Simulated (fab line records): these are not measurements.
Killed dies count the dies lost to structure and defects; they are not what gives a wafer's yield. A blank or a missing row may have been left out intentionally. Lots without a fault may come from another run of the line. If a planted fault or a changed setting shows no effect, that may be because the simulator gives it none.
Chamber matching + flow n5_finfet + N5_HKMG_FIN_ALD_91 on ald_metal-03: 4 sister chambers
The step deposits TiN, target thk 1 nm, pulse time 1 s, purge time 3 s. 4 wafers are shown with their chamber, then 12 later ones without.

## WAFERS WITH THEIR CHAMBER
| wafer  | chamber | heater_power_w (W) |
|--------|---------|--------------------|
| L088.2 | 2       | 648                |
| L088.3 | 3       | 936                |
| L088.5 | 1       | 1061               |
| L088.6 | 0       | 846                |

## WAFERS WITHOUT THEIR CHAMBER
| wafer  | heater_power_w (W) |
|--------|--------------------|
| L089.1 | 1008               |
| L089.2 | 650                |
| L089.3 | 946                |
| L089.4 | 869                |
| L089.5 | 1045               |
| L089.6 | 833                |
| L090.1 | 938                |
| L090.2 | 1025               |
| L090.5 | 1025               |
| L097.2 | 675                |
| L097.5 | 1033               |
| L097.6 | 848                |

## EACH ONE'S CHAMBER
| wafer  | from the rows above     | in truth |
|--------|-------------------------|----------|
| L089.1 | can't be placed: 1 or 3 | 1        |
| L089.2 | 2                       | 2        |
| L089.3 | 3                       | 3        |
| L089.4 | can't be placed: 0 or 3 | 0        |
| L089.5 | 1                       | 1        |
| L089.6 | 0                       | 0        |
| L090.1 | 3                       | 3        |
| L090.2 | 1                       | 1        |
| L090.5 | 1                       | 1        |
| L097.2 | 2                       | 2        |
| L097.5 | 1                       | 1        |
| L097.6 | 0                       | 0        |
10 of 12 placed correctly. Cannot be placed on the basis of these rows: 2; the candidates contain the true chamber in 2. Placed wrongly: 0.
How it was worked out, from the rows above alone: a wafer's distance from a chamber is the root of the sum, over the readings, of the square of ((its reading less the chamber's mean) divided by the reading's scatter). If the next closest chamber is less than 2 further off than the closest, the wafer can't be placed; otherwise it belongs to the closest. Each chamber's mean is taken over the wafers shown for it. The scatter: with one shown wafer a chamber, the root of the mean of the squares of how far each hidden wafer lies from its nearest shown one.
